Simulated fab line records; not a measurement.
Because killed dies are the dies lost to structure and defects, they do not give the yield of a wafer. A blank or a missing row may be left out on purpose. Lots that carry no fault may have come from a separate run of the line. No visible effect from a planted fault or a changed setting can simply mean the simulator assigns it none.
What tool caused it? :: flow n5-finfet :: 26 wafers from 10 lots sampled at 5 of the route's 1938 steps

## WHAT THE GAUGES READ, wafer by wafer
N5_STI_FIN_REVEAL_INSPECT_13: inspects for defects (darkfield).
lot: L826
measured: day 2 19:34
on: defect-inspect-01
raw-defect-count: 7 13

lot: L829
measured: day 3 14:38
on: defect-inspect-02
raw-defect-count: 10 10 9

lot: L830
measured: day 3 20:42
on: defect-inspect-01
raw-defect-count: 9 15 9

lot: L833
measured: day 4 11:59
on: defect-inspect-01
raw-defect-count: 16 17 15

lot: L834
measured: day 4 22:52
on: defect-inspect-02
raw-defect-count: 15 8

lot: L840
measured: day 6 10:20
on: defect-inspect-02
raw-defect-count: 355 351 325

lot: L842
measured: day 6 21:08
on: defect-inspect-02
raw-defect-count: 348 340 327

lot: L845
measured: day 7 13:08
on: defect-inspect-02
raw-defect-count: 15 11 14

lot: L847
measured: day 8 00:07
on: defect-inspect-01
raw-defect-count: 30 12

lot: L848
measured: day 8 09:17
on: defect-inspect-02
raw-defect-count: 16 8

## WHICH TOOL RAN EACH LOT (tool, then ch and the chambers of the sampled wafers, then the start)
lot: L826
N5_FIN_CUT_STRIP_22: rie-diel-06 ch 1,2, day 2 10:42
N5_STI_FIN_REVEAL_ETCHBACK_08: rie-diel-04 ch 0,3, day 2 16:31
N5_STI_FIN_REVEAL_STRIP_24: rie-diel-04 ch 0,3, day 2 16:33
N5_STI_FIN_REVEAL_PRECLEAN_17: remote-plasma-01 ch 0, day 2 18:45

lot: L829
N5_FIN_CUT_STRIP_22: rie-diel-06 ch 0,1,3, day 3 05:46
N5_STI_FIN_REVEAL_ETCHBACK_08: rie-diel-05 ch 0,2,3, day 3 11:35
N5_STI_FIN_REVEAL_STRIP_24: rie-diel-05 ch 0,2,3, day 3 11:38
N5_STI_FIN_REVEAL_PRECLEAN_17: remote-plasma-01 ch 1, day 3 13:44

lot: L830
N5_FIN_CUT_STRIP_22: rie-diel-06 ch 1,2, day 3 11:04
N5_STI_FIN_REVEAL_ETCHBACK_08: rie-diel-04 ch 0,2, day 3 17:38
N5_STI_FIN_REVEAL_STRIP_24: rie-diel-04 ch 0,2, day 3 17:40
N5_STI_FIN_REVEAL_PRECLEAN_17: remote-plasma-02 ch 0, day 3 19:49

lot: L833
N5_FIN_CUT_STRIP_22: rie-diel-02 ch 0,1,3, day 4 03:07
N5_STI_FIN_REVEAL_ETCHBACK_08: rie-diel-04 ch 0,1,3, day 4 08:57
N5_STI_FIN_REVEAL_STRIP_24: rie-diel-04 ch 0,1,3, day 4 08:59
N5_STI_FIN_REVEAL_PRECLEAN_17: remote-plasma-02 ch 1, day 4 11:05

lot: L834
N5_FIN_CUT_STRIP_22: rie-diel-06 ch 0,2, day 4 11:46
N5_STI_FIN_REVEAL_ETCHBACK_08: rie-diel-05 ch 0,3, day 4 19:49
N5_STI_FIN_REVEAL_STRIP_24: rie-diel-05 ch 0,3, day 4 19:50
N5_STI_FIN_REVEAL_PRECLEAN_17: remote-plasma-01 ch 0, day 4 21:58

lot: L840
N5_FIN_CUT_STRIP_22: rie-diel-02 ch 0,1,3, day 6 00:52
N5_STI_FIN_REVEAL_ETCHBACK_08: rie-diel-03 ch 1,2,3, day 6 07:01
N5_STI_FIN_REVEAL_STRIP_24: rie-diel-03 ch 1,2,3, day 6 07:04
N5_STI_FIN_REVEAL_PRECLEAN_17: remote-plasma-02 ch 1, day 6 09:20

lot: L842
N5_FIN_CUT_STRIP_22: rie-diel-02 ch 0,2,3, day 6 10:19
N5_STI_FIN_REVEAL_ETCHBACK_08: rie-diel-03 ch 0,1,3, day 6 17:44
N5_STI_FIN_REVEAL_STRIP_24: rie-diel-03 ch 0,1,3, day 6 17:47
N5_STI_FIN_REVEAL_PRECLEAN_17: remote-plasma-02 ch 1, day 6 20:07

lot: L845
N5_FIN_CUT_STRIP_22: rie-diel-01 ch 1,2, day 7 03:11
N5_STI_FIN_REVEAL_ETCHBACK_08: rie-diel-04 ch 0,1, day 7 10:02
N5_STI_FIN_REVEAL_STRIP_24: rie-diel-04 ch 0,1, day 7 10:05
N5_STI_FIN_REVEAL_PRECLEAN_17: remote-plasma-01 ch 0, day 7 12:14

lot: L847
N5_FIN_CUT_STRIP_22: rie-diel-06 ch 2,3, day 7 14:59
N5_STI_FIN_REVEAL_ETCHBACK_08: rie-diel-04 ch 0,1, day 7 20:51
N5_STI_FIN_REVEAL_STRIP_24: rie-diel-04 ch 0,1, day 7 20:55
N5_STI_FIN_REVEAL_PRECLEAN_17: remote-plasma-01 ch 1, day 7 23:16

lot: L848
N5_FIN_CUT_STRIP_22: rie-diel-06 ch 1,2, day 7 23:35
N5_STI_FIN_REVEAL_ETCHBACK_08: rie-diel-05 ch 1,3, day 8 06:13
N5_STI_FIN_REVEAL_STRIP_24: rie-diel-05 ch 1,3, day 8 06:15
N5_STI_FIN_REVEAL_PRECLEAN_17: remote-plasma-01 ch 0, day 8 08:23
- N5_FIN_CUT_STRIP_22: strips in N2/H2.
- N5_STI_FIN_REVEAL_ETCHBACK_08: etches SiO2 in C4F6/O2, target depth 30.5 nm, time 10.167 s.
- N5_STI_FIN_REVEAL_STRIP_24: strips in N2/H2, time 90 s.
- N5_STI_FIN_REVEAL_PRECLEAN_17: cleans in NF3:NH3, afs cycles 1, time 20 s, sublimation time 60 s.

## THE ANSWER, worked out from the rows above alone
Rule: what is usual is taken from the lots themselves. The widest of any qualifying gaps counts: lots, ordered by their means at a reading, are off when they make up no more than a third of the lots, leave a main group of 4 or more, and stand apart from it by 3 or more times the standard deviation of that group's means. A main group is skipped when, at the precision printed for the reading in the tables above, its means are all equal. A lot without any number at a reading at which 4 lots or more have one is off too. All remaining lots with rows at the step are treated as sound.
Off: L840, L842, at N5_STI_FIN_REVEAL_INSPECT_13 (raw-defect-count). The main group: mean 13, standard deviation 3.5.
A tool fits if, at a process step before that reading, it ran every lot that is off, and no sound lot after the first of them. Gauges at N5_STI_FIN_REVEAL_INSPECT_13: tried the same way as those tools. Can't be told from this: 3 tools fit, rie-diel-02 at N5_FIN_CUT_STRIP_22, rie-diel-03 at N5_STI_FIN_REVEAL_ETCHBACK_08 and N5_STI_FIN_REVEAL_STRIP_24, remote-plasma-02 at N5_STI_FIN_REVEAL_PRECLEAN_17.

## WHAT HAD BEEN PUT IN BY THE SIMULATOR
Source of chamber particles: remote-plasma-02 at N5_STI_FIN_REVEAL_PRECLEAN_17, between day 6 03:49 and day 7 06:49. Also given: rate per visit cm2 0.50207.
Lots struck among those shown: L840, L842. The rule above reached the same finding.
